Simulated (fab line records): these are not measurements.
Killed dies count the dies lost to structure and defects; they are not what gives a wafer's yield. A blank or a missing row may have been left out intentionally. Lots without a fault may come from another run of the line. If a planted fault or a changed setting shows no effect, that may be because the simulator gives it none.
Matching of chambers :: flow nandHarc :: pecvd-04 running NHARC_A_M0_PRE_CLEAN_31: 3 sister chambers
The step time 12 s. 16 wafers are shown with their chamber, then 8 later ones without.

== WAFERS WITH THEIR CHAMBER ==
wafer: L074.3
chamber: 0
heaterPowerW (W): 590

wafer: L074.4
chamber: 2
heaterPowerW (W): 536

wafer: L074.6
chamber: 0
heaterPowerW (W): 577

wafer: L076.2
chamber: 0
heaterPowerW (W): 563

wafer: L076.4
chamber: 1
heaterPowerW (W): 575

wafer: L076.5
chamber: 0
heaterPowerW (W): 558

wafer: L083.2
chamber: 2
heaterPowerW (W): 512

wafer: L083.4
chamber: 2
heaterPowerW (W): 497

wafer: L083.6
chamber: 1
heaterPowerW (W): 669

wafer: L082.2
chamber: 0
heaterPowerW (W): 587

wafer: L082.4
chamber: 1
heaterPowerW (W): 571

wafer: L082.5
chamber: 2
heaterPowerW (W): 558

wafer: L084.1
chamber: 2
heaterPowerW (W): 497

wafer: L084.2
chamber: 1
heaterPowerW (W): 583

wafer: L084.4
chamber: 0
heaterPowerW (W): 590

wafer: L086.1
chamber: 0
heaterPowerW (W): 504

SIGNATURES (means of the wafers above)
reading: heaterPowerW
chamber 0: 567.00
chamber 1: 599.50
chamber 2: 520.00
scatter within a chamber: 33.9
Rule: distance of a wafer from a chamber = root of the sum over the readings of ((wafer's reading minus chamber's mean) / reading's scatter) squared. If the next closest chamber is less than 2 further off than the closest, the wafer can't be placed; otherwise it belongs to the closest. The scatter is the square root of a quotient: the sum, over the shown wafers, of each reading's squared deviation from its chamber's mean, divided by wafers minus chambers.

== WAFERS WITH NO CHAMBER GIVEN ==
wafer: L086.2
heaterPowerW (W): 553

wafer: L086.6
heaterPowerW (W): 546

wafer: L091.2
heaterPowerW (W): 680

wafer: L091.4
heaterPowerW (W): 684

wafer: L091.6
heaterPowerW (W): 490

wafer: L096.4
heaterPowerW (W): 550

wafer: L096.5
heaterPowerW (W): 578

wafer: L096.6
heaterPowerW (W): 612

== CHAMBER TAKEN BY EACH ==
wafer: L086.2
from the rows above: can't be placed: 0 or 2 or 1
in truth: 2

wafer: L086.6
from the rows above: can't be placed: 0 or 2 or 1
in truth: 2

wafer: L091.2
from the rows above: can't be placed: 1 or 0
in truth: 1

wafer: L091.4
from the rows above: can't be placed: 1 or 0
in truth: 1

wafer: L091.6
from the rows above: can't be placed: 2 or 0
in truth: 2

wafer: L096.4
from the rows above: can't be placed: 0 or 2 or 1
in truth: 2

wafer: L096.5
from the rows above: can't be placed: 0 or 1 or 2
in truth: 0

wafer: L096.6
from the rows above: can't be placed: 1 or 0
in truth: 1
0 of 8 placed correctly. Not placeable from these rows: 8 (in 8, the candidates include the true chamber). Placed wrongly: 0.
